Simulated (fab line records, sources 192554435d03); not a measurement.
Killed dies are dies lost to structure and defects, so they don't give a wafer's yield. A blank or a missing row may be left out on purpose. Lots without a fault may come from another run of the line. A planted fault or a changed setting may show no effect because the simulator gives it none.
Which tool did it? | flow n5_finfet | 9 lots, 27 wafers sampled, at 5 steps of a route of 1938

WHAT THE GAUGES READ, wafer by wafer
N5_BEOL_M4_RC_MEAS_101. Usual: DIBL_N 36.5 mV/V, standard deviation 2; DIBL_P 36.5 mV/V, standard deviation 2.3; IOFF_N 0.16 nA/um, standard deviation 0.036; IOFF_P 0.21 nA/um, standard deviation 0.037; ION_N 672 uA/um, standard deviation 12; ION_P 459 uA/um, standard deviation 7.1; SS_N 71.6 mV/dec, standard deviation 0.73; SS_P 73.4 mV/dec, standard deviation 0.76; VT_N 250 mV, standard deviation 3.3; VT_P -250.5 mV, standard deviation 2.9.
lot  | measured     | on        | DIBL_N (mV/V)  | DIBL_P (mV/V)  | IOFF_N (nA/um) | IOFF_P (nA/um) | ION_N (uA/um) | ION_P (uA/um) | SS_N (mV/dec)  | SS_P (mV/dec)  | VT_N (mV)   | VT_P (mV)            | flag
L958 | day 8 14:59  | prober-02 | 31.8 33.0 34.4 | 34.0 34.7 37.4 | 0.12 0.13 0.16 | 0.17 0.17 0.20 | 671 659 675   | 462 450 461   | 71.2 70.6 70.9 | 72.4 72.4 73.5 | 252 254 250 | -250.3 -253.8 -249.8 |
L961 | day 8 21:33  | prober-02 | 36.7 34.8 35.7 | 36.7 35.0 36.1 | 0.18 0.14 0.16 | 0.21 0.19 0.20 | 680 679 670   | 458 463 464   | 71.9 71.4 71.3 | 73.9 73.4 73.5 | 246 251 249 | -251.4 -252.9 -251.7 |
L964 | day 9 09:58  | prober-02 | 37.3 36.1 35.4 | 35.9 35.1 33.9 | 0.20 0.18 0.17 | 0.24 0.24 0.21 | 665 679 689   | 450 467 470   | 71.8 71.3 71.3 | 73.2 73.1 73.8 | 244 249 246 | -250.3 -250.9 -248.8 |
L969 | day 11 20:26 | prober-02 | 36.6 37.1 34.2 | 37.2 38.2 34.3 | 0.17 0.18 0.12 | 0.23 0.26 0.18 | 676 684 663   | 463 472 460   | 71.1 71.7 70.6 | 73.9 74.3 72.4 | 250 246 255 | -246.2 -246.0 -249.6 |
L974 | day 11 22:42 | prober-02 | 37.0 37.3 39.1 | 35.9 34.9 38.0 | 0.15 0.14 0.19 | 0.20 0.19 0.25 | 671 645 681   | 459 444 464   | 72.1 71.8 71.4 | 73.0 72.9 73.8 | 251 253 249 | -251.3 -251.0 -246.2 |
L975 | day 12 16:20 | prober-01 | 36.3 36.5 36.8 | 34.2 35.2 35.0 | 0.15 0.15 0.15 | 0.18 0.19 0.19 | 670 683 663   | 454 465 453   | 71.7 71.3 72.0 | 73.4 73.0 73.7 | 251 248 254 | -254.5 -249.9 -252.3 |
L976 | day 12 10:17 | prober-02 | 35.3 35.1 36.7 | 33.9 33.6 35.6 | 0.13 0.13 0.15 | 0.20 0.19 0.23 | 667 671 679   | 463 464 470   | 70.7 70.4 71.5 | 72.7 72.4 73.3 | 253 252 249 | -247.5 -250.6 -247.3 |
L977 | day 13 08:45 | prober-02 | 36.0 32.4 38.2 | 36.4 33.5 40.1 | 0.16 0.12 0.22 | 0.20 0.16 0.26 | 654 668 693   | 452 463 474   | 72.2 70.2 72.2 | 73.7 72.5 73.2 | 251 250 244 | -253.1 -252.6 -248.4 |
L979 | day 13 09:34 | prober-01 | 39.5 36.8 34.2 | 41.0 37.8 34.2 | 0.23 0.18 0.12 | 0.29 0.24 0.17 | 697 688 664   | 475 464 459   | 71.6 71.4 71.0 | 74.7 73.5 72.8 | 243 246 254 | -246.4 -246.8 -250.7 |

WHICH TOOL RAN EACH LOT (tool, then ch and the chambers of the sampled wafers, then the start)
lot  | N5_BEOL_M4_ETCH_64                 | N5_BEOL_M4_STRIP_19                | N5_BEOL_M4_ETCH_69                 | N5_BEOL_M4_ALD_98
L958 | rie_diel-05 ch 0,1,2, day 8 09:14  | rie_diel-06 ch 2,3, day 8 09:32    | rie_diel-05 ch 0,1, day 8 10:07    | ald_sin-04 ch 0,1,3, day 8 10:14
L961 | rie_diel-06 ch 0,2,3, day 8 12:28  | rie_diel-06 ch 0,2, day 8 12:52    | rie_diel-06 ch 2,3, day 8 13:27    | ald_sin-04 ch 0,1,3, day 8 13:45
L964 | rie_diel-05 ch 0,1,3, day 8 23:14  | rie_diel-01 ch 0,1, day 8 23:31    | rie_diel-06 ch 1,2,3, day 9 00:13  | ald_sin-04 ch 0,1,3, day 9 00:36
L969 | rie_diel-05 ch 0,3, day 11 11:06   | rie_diel-01 ch 2,3, day 11 11:37   | rie_diel-06 ch 0,1,2, day 11 12:23 | ald_sin-02 ch 0,2,3, day 11 12:29
L974 | rie_diel-05 ch 0,1,3, day 11 13:47 | rie_diel-01 ch 0,1,3, day 11 14:04 | rie_diel-06 ch 0,1,2, day 11 14:38 | ald_sin-03 ch 0,1,2, day 11 14:52
L975 | rie_diel-06 ch 0,2,3, day 11 16:58 | rie_diel-05 ch 0,3, day 11 17:15   | rie_diel-06 ch 1,2, day 11 17:49   | ald_sin-03 ch 1,2,3, day 11 18:12
L976 | rie_diel-05 ch 0,1,3, day 11 22:41 | rie_diel-05 ch 1,3, day 11 22:58   | rie_diel-05 ch 1,3, day 11 23:40   | ald_sin-04 ch 0,2,3, day 11 23:44
L977 | rie_diel-01 ch 0,1,2, day 12 21:56 | rie_diel-06 ch 1,2,3, day 12 22:29 | rie_diel-05 ch 1,2,3, day 13 00:42 | ald_sin-03 ch 0,1,2, day 13 01:11
L979 | rie_diel-01 ch 0,2,3, day 12 23:37 | rie_diel-01 ch 1,2, day 12 23:59   | rie_diel-05 ch 0,3, day 13 01:04   | ald_sin-03 ch 0,1, day 13 01:17
- N5_BEOL_M4_ETCH_64: etches SOC in N2/H2, target depth 75 nm, overetch 22.5 nm, time 121.9 s.
- N5_BEOL_M4_STRIP_19: strips in O2.
- N5_BEOL_M4_ETCH_69: etches SiARC in CF4, target depth 15.6 nm, time 26 s.
- N5_BEOL_M4_ALD_98: deposits SiO2, target thk 2.5 nm, pulse time 1 s, co reactant pulse time 1 s.

WHAT THE TOOLS THEMSELVES READ (means of the sampled wafers that have a number; where no wafer has one, the mark that the record gives instead)
N5_BEOL_M4_ETCH_64. Usual: drypump_motor_current_A 5.9 A, standard deviation 0.62; oes_product_au 0.59 a.u., standard deviation 0.061; rf_vpp_V 523.4 V, standard deviation 2.7; showerhead_plenum_p_Torr 2.53 Torr, standard deviation 0.093; throttle_valve_pct 17.86 %, standard deviation 0.21.
lot  | tool        | drypump_motor_current_A (A) | oes_product_au (a.u.) | rf_vpp_V (V) | showerhead_plenum_p_Torr (Torr) | throttle_valve_pct (%) | flag
L958 | rie_diel-05 | 5.6                         | 0.58                  | 524.3        | 2.55                            | 17.89                  |
L961 | rie_diel-06 | 5.5                         | 0.59                  | 521.3        | 2.46                            | 17.79                  |
L964 | rie_diel-05 | 6.0                         | 0.56                  | 523.0        | 2.51                            | 18.00                  |
L969 | rie_diel-05 | 6.3                         | 0.52                  | 522.4        | 2.47                            | 18.07                  |
L974 | rie_diel-05 | 6.0                         | 0.55                  | 522.7        | 2.50                            | 18.05                  |
L975 | rie_diel-06 | 5.5                         | 0.58                  | 519.7        | 2.45                            | 17.83                  |
L976 | rie_diel-05 | 6.0                         | 0.54                  | 522.3        | 2.50                            | 18.05                  |
L977 | rie_diel-01 | 6.1                         | 0.59                  | 524.9        | 2.58                            | 17.85                  |
L979 | rie_diel-01 | 6.3                         | 0.64                  | 525.1        | 2.61                            | 17.61                  |

N5_BEOL_M4_STRIP_19. Usual: drypump_motor_current_A 5.8 A, standard deviation 0.64; oes_product_au 0.78 a.u., standard deviation 0.09; rf_vpp_V 3.6 V, standard deviation 0.5; showerhead_plenum_p_Torr 2.08 Torr, standard deviation 0.075; throttle_valve_pct 16.64 %, standard deviation 0.28.
lot  | tool        | drypump_motor_current_A (A) | oes_product_au (a.u.) | rf_vpp_V (V) | showerhead_plenum_p_Torr (Torr) | throttle_valve_pct (%) | flag
L958 | rie_diel-06 | 5.0                         | 0.78                  | 3.2          | 2.02                            | 16.47                  |
L961 | rie_diel-06 | 6.0                         | 0.77                  | 4.2          | 2.02                            | 16.70                  |
L964 | rie_diel-01 | 5.9                         | 0.90                  | 4.1          | 2.18                            | 16.41                  |
L969 | rie_diel-01 | 6.4                         | 0.81                  | 3.5          | 2.11                            | 16.60                  |
L974 | rie_diel-01 | 5.8                         | 0.85                  | 3.4          | 2.14                            | 16.47                  |
L975 | rie_diel-05 | 5.8                         | 0.67                  | 3.7          | 2.10                            | 16.88                  |
L976 | rie_diel-05 | 6.2                         | 0.77                  | 3.6          | 2.02                            | 16.85                  |
L977 | rie_diel-06 | 5.3                         | 0.80                  | 4.0          | 2.05                            | 16.47                  |
L979 | rie_diel-01 | 5.7                         | 0.71                  | 3.6          | 2.07                            | 16.91                  |

N5_BEOL_M4_ETCH_69. Usual: cf4_flow_sccm 99.99 sccm, standard deviation 0.29; drypump_motor_current_A 5.8 A, standard deviation 0.58; etch_rf_on_time_s 26.0 s, standard deviation 0.67; oes_product_au 0.67 a.u., standard deviation 0.076; rf_vpp_V 183.8 V, standard deviation 1.1; showerhead_plenum_p_Torr 2.11 Torr, standard deviation 0.064; throttle_valve_pct 15.59 %, standard deviation 0.23.
lot  | tool        | cf4_flow_sccm (sccm) | drypump_motor_current_A (A) | etch_rf_on_time_s (s) | oes_product_au (a.u.) | rf_vpp_V (V) | showerhead_plenum_p_Torr (Torr) | throttle_valve_pct (%) | flag
L958 | rie_diel-05 | 99.83                | 5.7                         | 25.7                  | 0.67                  | 184.0        | 2.12                            | 15.63                  |
L961 | rie_diel-06 | 100.08               | 5.1                         | 26.1                  | 0.69                  | 183.9        | 2.07                            | 15.33                  |
L964 | rie_diel-06 | 99.77                | 5.3                         | 26.2                  | 0.73                  | 183.4        | 2.10                            | 15.33                  |
L969 | rie_diel-06 | 90.03                | 5.8                         | 26.9                  | 0.68                  | 184.2        | 2.03                            | 15.04                  | OFF
L974 | rie_diel-06 | 89.87                | 5.8                         | 26.8                  | 0.68                  | 183.5        | 2.03                            | 15.04                  | OFF
L975 | rie_diel-06 | 89.91                | 5.6                         | 26.8                  | 0.74                  | 183.6        | 2.06                            | 14.83                  | OFF
L976 | rie_diel-05 | 99.74                | 6.5                         | 25.7                  | 0.63                  | 183.0        | 2.04                            | 15.81                  |
L977 | rie_diel-05 | 99.90                | 6.1                         | 25.6                  | 0.65                  | 183.5        | 2.08                            | 15.75                  |
L979 | rie_diel-05 | 99.96                | 6.2                         | 25.8                  | 0.68                  | 183.4        | 2.08                            | 15.67                  |

N5_BEOL_M4_ALD_98. Usual: heater_power_w 75 W, standard deviation 8.7; precursor_pulse_height_rel 1.001, standard deviation 0.019.
lot  | tool       | heater_power_w (W) | precursor_pulse_height_rel | flag
L958 | ald_sin-04 | 71                 | 1.036                      |
L961 | ald_sin-04 | 72                 | 1.004                      |
L964 | ald_sin-04 | 71                 | 1.005                      |
L969 | ald_sin-02 | 76                 | 1.006                      |
L974 | ald_sin-03 | 71                 | 0.988                      |
L975 | ald_sin-03 | 78                 | 1.007                      |
L976 | ald_sin-04 | 70                 | 1.003                      |
L977 | ald_sin-03 | 73                 | 0.993                      |
L979 | ald_sin-03 | 73                 | 1.017                      |

THE ANSWER, worked out from the rows above alone
Rule: a lot is off if the mean of its wafers that have a number lies more than 3 standard deviations from the usual mean. A lot without any number at a reading at which 4 lots or more have one is off too. The other lots that the step has rows for count as sound. The gauges are gone through in route order, then the tools' own readings, and for those a lot's mean is taken as printed above. The first step at which some lot is off is used, and at that step the reading that is off furthest; a lot without a number counts as furthest.
Off: L969, L974, L975, at N5_BEOL_M4_ETCH_69 (cf4_flow_sccm).
A tool fits if, at that step or a process step before it, it ran every lot that is off, and no sound lot after the first of them. One fits: rie_diel-06 at N5_BEOL_M4_ETCH_69. Its last sound lot is L964 (day 9 00:13), its first lot that is off L969 (day 11 12:23): a fault that began between those two fits.
The tool's own readings at N5_BEOL_M4_ETCH_69 bear it out: on the lots that are off they differ by more than 5 times the standard deviation of the sound lots' means. cf4_flow_sccm reads 89.94 sccm there against 99.88 sccm on the sound lots.

WHAT THE SIMULATOR HAD PUT IN
Process parameter drift: rie_diel-06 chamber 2, from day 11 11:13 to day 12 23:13, at N5_BEOL_M4_ETCH_69. Setting cf4_flow_sccm, moved by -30, from 100. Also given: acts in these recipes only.
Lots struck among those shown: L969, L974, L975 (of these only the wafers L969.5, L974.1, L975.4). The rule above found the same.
